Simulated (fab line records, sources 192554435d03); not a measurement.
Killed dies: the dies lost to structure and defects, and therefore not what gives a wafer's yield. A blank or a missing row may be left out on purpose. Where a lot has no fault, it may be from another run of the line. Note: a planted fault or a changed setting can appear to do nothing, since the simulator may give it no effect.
Matching of chambers :: flow n5-finfet :: pecvd-02 running N5_BEOL_M7_ILD_DEP_00: 3 sister chambers
The step deposits SiCOH lowk from DEMS/porogen, target thk 179.75 nm, time 33.4 s. 22 wafers are shown with their chamber, then 11 later ones without.

## WAFERS, EACH WITH ITS CHAMBER
wafer: L074.1
chamber: 1
heater-power-w (W): 368
throttle-valve-pct (%): 13.9
showerhead-plenum-p-Torr (Torr): 5.761

wafer: L074.4
chamber: 2
heater-power-w (W): 286
throttle-valve-pct (%): 13.6
showerhead-plenum-p-Torr (Torr): 5.730

wafer: L074.6
chamber: 0
heater-power-w (W): 254
throttle-valve-pct (%): 12.9
showerhead-plenum-p-Torr (Torr): 5.735

wafer: L080.1
chamber: 2
heater-power-w (W): 321
throttle-valve-pct (%): 14.0
showerhead-plenum-p-Torr (Torr): 5.725

wafer: L080.3
chamber: 1
heater-power-w (W): 440
throttle-valve-pct (%): 14.0
showerhead-plenum-p-Torr (Torr): 5.736

wafer: L080.6
chamber: 1
heater-power-w (W): 448
throttle-valve-pct (%): 13.8
showerhead-plenum-p-Torr (Torr): 5.760

wafer: L083.1
chamber: 0
heater-power-w (W): 271
throttle-valve-pct (%): 13.1
showerhead-plenum-p-Torr (Torr): 5.738

wafer: L083.4
chamber: 0
heater-power-w (W): 277
throttle-valve-pct (%): 12.8
showerhead-plenum-p-Torr (Torr): 5.740

wafer: L083.5
chamber: 1
heater-power-w (W): 437
throttle-valve-pct (%): 13.8
showerhead-plenum-p-Torr (Torr): 5.745

wafer: L085.2
chamber: 0
heater-power-w (W): 241
throttle-valve-pct (%): 12.9
showerhead-plenum-p-Torr (Torr): 5.727

wafer: L085.4
chamber: 0
heater-power-w (W): 241
throttle-valve-pct (%): 13.1
showerhead-plenum-p-Torr (Torr): 5.741

wafer: L085.5
chamber: 1
heater-power-w (W): 401
throttle-valve-pct (%): 14.1
showerhead-plenum-p-Torr (Torr): 5.752

wafer: L087.3
chamber: 1
heater-power-w (W): 398
throttle-valve-pct (%): 14.0
showerhead-plenum-p-Torr (Torr): 5.749

wafer: L087.4
chamber: 0
heater-power-w (W): 269
throttle-valve-pct (%): 12.9
showerhead-plenum-p-Torr (Torr): 5.729

wafer: L087.6
chamber: 1
heater-power-w (W): 410
throttle-valve-pct (%): 14.1
showerhead-plenum-p-Torr (Torr): 5.757

wafer: L088.2
chamber: 1
heater-power-w (W): 402
throttle-valve-pct (%): 13.9
showerhead-plenum-p-Torr (Torr): 5.761

wafer: L088.5
chamber: 0
heater-power-w (W): 255
throttle-valve-pct (%): 12.7
showerhead-plenum-p-Torr (Torr): 5.724

wafer: L088.6
chamber: 1
heater-power-w (W): 404
throttle-valve-pct (%): 14.2
showerhead-plenum-p-Torr (Torr): 5.748

wafer: L091.1
chamber: 1
heater-power-w (W): 423
throttle-valve-pct (%): 14.1
showerhead-plenum-p-Torr (Torr): 5.744

wafer: L091.2
chamber: 2
heater-power-w (W): 336
throttle-valve-pct (%): 14.0
showerhead-plenum-p-Torr (Torr): 5.728

wafer: L091.3
chamber: 0
heater-power-w (W): 261
throttle-valve-pct (%): 13.0
showerhead-plenum-p-Torr (Torr): 5.745

wafer: L090.1
chamber: 0
heater-power-w (W): 246
throttle-valve-pct (%): 13.2
showerhead-plenum-p-Torr (Torr): 5.724

SIGNATURES (means of the wafers above)
reading: heater-power-w
chamber 0: 257.22
chamber 1: 413.10
chamber 2: 314.33
scatter within a chamber: 20.5

reading: throttle-valve-pct
chamber 0: 12.956
chamber 1: 13.990
chamber 2: 13.867
scatter within a chamber: 0.159

reading: showerhead-plenum-p-Torr
chamber 0: 5.73367
chamber 1: 5.75130
chamber 2: 5.72767
scatter within a chamber: 0.00778
Rule: a wafer lies at a distance from a chamber equal to the root of the sum of squares, over the readings, of (its reading less the chamber's mean, divided by the reading's scatter). The wafer belongs to the nearest chamber; if the next one is less than 2 further off, it can't be placed. The scatter: take each reading less its chamber's mean, square it, sum over the shown wafers, divide by the number of wafers less the number of chambers, and take the root.

## WAFERS WITH NO CHAMBER GIVEN
wafer: L090.2
heater-power-w (W): 298
throttle-valve-pct (%): 13.6
showerhead-plenum-p-Torr (Torr): 5.722

wafer: L090.3
heater-power-w (W): 389
throttle-valve-pct (%): 13.8
showerhead-plenum-p-Torr (Torr): 5.758

wafer: L090.4
heater-power-w (W): 249
throttle-valve-pct (%): 13.0
showerhead-plenum-p-Torr (Torr): 5.740

wafer: L090.5
heater-power-w (W): 388
throttle-valve-pct (%): 13.9
showerhead-plenum-p-Torr (Torr): 5.745

wafer: L090.6
heater-power-w (W): 293
throttle-valve-pct (%): 13.5
showerhead-plenum-p-Torr (Torr): 5.738

wafer: L093.2
heater-power-w (W): 257
throttle-valve-pct (%): 12.9
showerhead-plenum-p-Torr (Torr): 5.729

wafer: L093.5
heater-power-w (W): 281
throttle-valve-pct (%): 14.0
showerhead-plenum-p-Torr (Torr): 5.735

wafer: L093.6
heater-power-w (W): 445
throttle-valve-pct (%): 13.9
showerhead-plenum-p-Torr (Torr): 5.746

wafer: L097.1
heater-power-w (W): 433
throttle-valve-pct (%): 13.9
showerhead-plenum-p-Torr (Torr): 5.762

wafer: L097.5
heater-power-w (W): 448
throttle-valve-pct (%): 14.0
showerhead-plenum-p-Torr (Torr): 5.748

wafer: L097.6
heater-power-w (W): 350
throttle-valve-pct (%): 14.2
showerhead-plenum-p-Torr (Torr): 5.739

## EACH ONE'S CHAMBER
wafer: L090.2
from the rows above: 2
in truth: 2

wafer: L090.3
from the rows above: 1
in truth: 1

wafer: L090.4
from the rows above: 0
in truth: 0

wafer: L090.5
from the rows above: 1
in truth: 1

wafer: L090.6
from the rows above: can't be placed: 2 or 0
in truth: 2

wafer: L093.2
from the rows above: 0
in truth: 0

wafer: L093.5
from the rows above: 2
in truth: 2

wafer: L093.6
from the rows above: 1
in truth: 1

wafer: L097.1
from the rows above: 1
in truth: 1

wafer: L097.5
from the rows above: 1
in truth: 1

wafer: L097.6
from the rows above: can't be placed: 2 or 1
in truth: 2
Correct placement for 9 of the 11. Can't be placed from these rows: 2 (the true chamber is among the candidates in 2). Wrongly placed: 0.
